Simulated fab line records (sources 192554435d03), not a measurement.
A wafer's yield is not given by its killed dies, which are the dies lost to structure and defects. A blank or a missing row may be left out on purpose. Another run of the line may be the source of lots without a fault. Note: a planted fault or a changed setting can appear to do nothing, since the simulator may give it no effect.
Which tool did it? || flow n5_finfet || route of 1938 steps, sampled at 1 step: 12 lots, 36 wafers

## WHAT THE GAUGES READ, wafer by wafer
N5_DUMMY_GATE_CD_MEAS_15: target cd 25.8 nm.
{"lot": "L075", "measured": "day 3 02:47", "on": "cd_sem-03", "cd_nm (nm)": "24.68 24.84 25.35"}
{"lot": "L077", "measured": "day 3 15:17", "on": "cd_sem-03", "cd_nm (nm)": "24.51 25.05 24.69"}
{"lot": "L079", "measured": "day 4 04:52", "on": "cd_sem-03", "cd_nm (nm)": "24.59 24.73 24.73"}
{"lot": "L081", "measured": "day 4 16:19", "on": "cd_sem-03", "cd_nm (nm)": "25.06 24.90 25.49"}
{"lot": "L083", "measured": "day 5 03:10", "on": "cd_sem-02", "cd_nm (nm)": "25.06 24.73 24.85"}
{"lot": "L085", "measured": "day 5 17:19", "on": "cd_sem-03", "cd_nm (nm)": "25.53 24.83 24.94"}
{"lot": "L087", "measured": "day 6 08:29", "on": "cd_sem-03", "cd_nm (nm)": "24.94 25.12 25.27"}
{"lot": "L089", "measured": "day 6 16:55", "on": "cd_sem-02", "cd_nm (nm)": "25.21 25.14 24.79"}
{"lot": "L091", "measured": "day 7 02:51", "on": "cd_sem-01", "cd_nm (nm)": "24.93 25.00 25.33"}
{"lot": "L093", "measured": "day 7 17:00", "on": "cd_sem-03", "cd_nm (nm)": "25.07 24.90 25.27"}
{"lot": "L095", "measured": "day 8 03:07", "on": "cd_sem-01", "cd_nm (nm)": "24.71 24.61 24.94"}
{"lot": "L097", "measured": "day 8 15:53", "on": "cd_sem-02", "cd_nm (nm)": "25.15 25.12 25.19"}

## TOOL THAT RAN EACH LOT (tool first, then ch and the chambers of the sampled wafers, then the start)
The record holds no process step before these readings.

## THE ANSWER, worked out from the rows above alone
Rule: the usual values come from the lots themselves. The widest of any qualifying gaps counts: lots, ordered by their means at a reading, are off when they make up no more than a third of the lots, leave a main group of 4 or more, and stand apart from it by 3 or more times the standard deviation of that group's means. Not used: any main group whose means are identical at the precision the tables above print for the reading. A lot without any number at a reading at which 4 lots or more have one is off too. Where the step has rows for the other lots, those lots are counted as sound.
None of the lots is off at any reading shown; this tells nothing.

## WHAT THE SIMULATOR PUT IN
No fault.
